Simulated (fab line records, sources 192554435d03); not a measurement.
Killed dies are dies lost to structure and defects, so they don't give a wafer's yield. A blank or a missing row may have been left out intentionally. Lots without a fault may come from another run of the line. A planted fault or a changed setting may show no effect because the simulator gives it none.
Comparing a struck lot with a sound one    flow n5 finfet    17 steps out of a route of 1938
Sound: wafers L648.2, L648.5, L648.6. Struck: wafers L663.4, L663.6. (L663.2 of the same lot was not struck and is left out.) The cause comes at the end.
For every step that has rows: the tool of each side, followed by ch and its chambers, followed by its first start. Under that, the readings that differ: sound wafers    struck wafers    difference of the means    sigmas: that difference in standard deviations of wafers without a fault.
alike: same words and numbers on both sides, and readings whose means sit less than 2 such deviations apart. not compared: any withheld reading, any reading some wafer has no value for, any bound like >300 that may hide the same value, and any number with overlapping values for which the record gives no deviation.
Wherever a step has rows on one side only, a row that says differs or no value, or a row with sigmas, the two part there. When numbers do not overlap yet have no deviation, they are printed without sigmas and do not part them. Lack of a reading on every wafer of one side parts them only where that side has two or more wafers.

N5_BEOL_M11_ETCH_62: etches SOC in N2/H2, target depth 110 nm, overetch 22 nm, time 165 s.
  sound on rie diel-01 ch 0,3, day 11 20:10; struck on rie diel-01 ch 0,2, day 15 20:49
  alike: drypump motor current A, oes product au, rf vpp V, showerhead plenum p Torr, throttle valve pct
  not compared: rf hours counter h
then, 1 step without rows for these wafers: N5_BEOL_M11_STRIP_68 (strips in N2/H2).
N5_BEOL_M11_STRIP_67: strips in CF4.
  sound on rie diel-01 ch 0,3, day 11 20:19; struck on rie diel-01 ch 0,2, day 15 20:58
  alike: drypump motor current A, oes product au, rf vpp V, showerhead plenum p Torr, throttle valve pct
  not compared: rf hours counter h
N5_BEOL_M11_HM_OPEN_17: chemistry Cl2/BCl3, target TiN, target depth 20 nm, overetch 6 nm.
  sound on rie metal-02 ch 0,1, day 11 20:21; struck on rie metal-02 ch 1, day 15 21:00
  alike: bcl3 flow sccm, drypump motor current A, mfc cl2 sccm, oes product au, throttle valve pct
  not compared: rf hours counter h
N5_BEOL_M11_STRIP_19: strips in O2.
  sound on rie diel-06 ch 0,2,3, day 11 20:29; struck on rie diel-05 ch 1,3, day 15 21:10
  alike: drypump motor current A, oes product au, rf vpp V, showerhead plenum p Torr, throttle valve pct
  not compared: rf hours counter h
N5_BEOL_M11_CD_MEAS_18: pitch 140 nm, target cd 70 nm.
  sound on cd sem-03, day 11 20:34; struck on cd sem-03, day 15 21:14
  alike: cd nm
then, 6 steps without rows for these wafers: N5_BEOL_M11_COAT_63 (time 60 s, resist thk 100 nm); N5_BEOL_M11_COAT_64 (time 60 s, resist thk 30 nm); N5_BEOL_M11_COAT_22 (resist thk 90 nm); N5_BEOL_M11_EBR_24; N5_BEOL_M11_SOFTBAKE_23 (time 60 s); N5_BEOL_M11_EXPOSE_25 (exposes mask V10).
N5_BEOL_M11_PEB_26: peb time 60 s.
  sound on litho track-03 ch 0, day 11 20:55; struck on litho track-03 ch 0, day 15 23:47
then, 1 step without rows for these wafers: N5_BEOL_M11_DEVELOP_27 (develop time 30 s).
N5_BEOL_M11_CD_MEAS_28: target cd 70 nm.
  sound on cd sem-03 ch 0, day 11 20:59; struck on cd sem-03 ch 0, day 15 23:51
reading     sound           struck     difference  sigmas
cd nm (nm)  70.7 70.6 70.2  64.7 65.3  -5.5        -6
N5_BEOL_M11_OVL_MEAS_29:
  sound on overlay-01 ch 0, day 11 21:01; struck on overlay-02 ch 0, day 15 23:53
  alike: V10_OVL
then, 1 step without rows for these wafers: N5_PASSIVATION_PROBE_49.

== WHERE THEY PART ==
Within this record, at N5_BEOL_M11_CD_MEAS_28 only. Later steps at which nothing parts them and some readings are alike: N5_BEOL_M11_OVL_MEAS_29.

WHY: whatever the simulator had introduced
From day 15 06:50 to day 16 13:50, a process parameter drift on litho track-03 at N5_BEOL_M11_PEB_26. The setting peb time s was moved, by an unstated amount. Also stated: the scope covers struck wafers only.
